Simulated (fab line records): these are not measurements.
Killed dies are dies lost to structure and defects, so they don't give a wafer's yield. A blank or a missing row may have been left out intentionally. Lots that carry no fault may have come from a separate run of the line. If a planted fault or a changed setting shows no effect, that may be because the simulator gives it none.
Matching of chambers	flow nand harc	NHARC_P_GATE_DESCUM_13 on rie diel-10: 4 sister chambers
The step chemistry O2, time 3 s. 22 wafers are shown with their chamber, then 11 later ones without.

== WAFERS WITH THEIR CHAMBER ==
wafer	chamber	drypump motor current A (A)	showerhead plenum p Torr (Torr)	oes product au (a.u.)
L074.2	1	6.5	2.00	1.008
L074.3	0	6.6	1.89	1.010
L074.6	1	6.5	2.00	1.008
L077.3	2	5.3	1.83	1.019
L077.4	1	6.4	1.99	1.002
L077.5	2	5.3	1.83	1.005
L084.1	1	6.4	1.99	0.989
L084.2	2	5.3	1.83	1.009
L084.4	3	6.2	1.93	0.982
L085.1	3	6.2	1.93	0.985
L085.3	0	6.6	1.89	1.011
L085.6	2	5.3	1.83	1.002
L086.2	3	6.2	1.93	0.994
L086.3	1	6.4	1.99	1.006
L086.6	2	5.3	1.83	1.005
L087.1	3	6.2	1.93	0.997
L087.2	2	5.3	1.82	1.011
L087.3	1	6.4	1.99	1.010
L089.3	0	6.6	1.89	1.001
L089.4	1	6.4	1.99	1.004
L089.6	0	6.6	1.88	0.999
L093.2	2	5.3	1.82	1.005

SIGNATURES, as means of the wafers listed above
reading	chamber 0	chamber 1	chamber 2	chamber 3	scatter within a chamber
drypump motor current A	6.600	6.429	5.300	6.200	0.0282
showerhead plenum p Torr	1.8875	1.9929	1.8271	1.9300	0.00448
oes product au	1.00525	1.00386	1.00800	0.98950	0.0065
Rule: for each reading, subtract the chamber's mean from the wafer's reading, divide by that reading's scatter and square the result; add these up over the readings and take the root, which gives the wafer's distance from the chamber. The wafer belongs to the nearest chamber; if the next one is less than 2 further off, it can't be placed. The scatter is the square root of a quotient: the sum, over the shown wafers, of each reading's squared deviation from its chamber's mean, divided by wafers minus chambers.

== WAFERS WITH NO CHAMBER GIVEN ==
wafer	drypump motor current A (A)	showerhead plenum p Torr (Torr)	oes product au (a.u.)
L093.3	6.2	1.93	0.993
L093.4	6.6	1.88	1.008
L095.2	5.3	1.82	1.010
L095.4	6.2	1.93	0.989
L095.5	6.6	1.88	1.011
L096.1	5.3	1.82	1.000
L096.2	6.5	1.88	1.005
L096.4	6.2	1.93	0.996
L097.1	6.4	1.99	1.000
L097.2	6.2	1.93	0.976
L097.3	6.6	1.88	0.992

== EACH ONE'S CHAMBER ==
wafer	from the rows above	in truth
L093.3	3	3
L093.4	0	0
L095.2	2	2
L095.4	3	3
L095.5	0	0
L096.1	2	2
L096.2	0	0
L096.4	3	3
L097.1	1	1
L097.2	3	3
L097.3	0	0
Correctly placed: 11 of 11. Left unplaced by these rows: 0. Placed wrongly: 0.
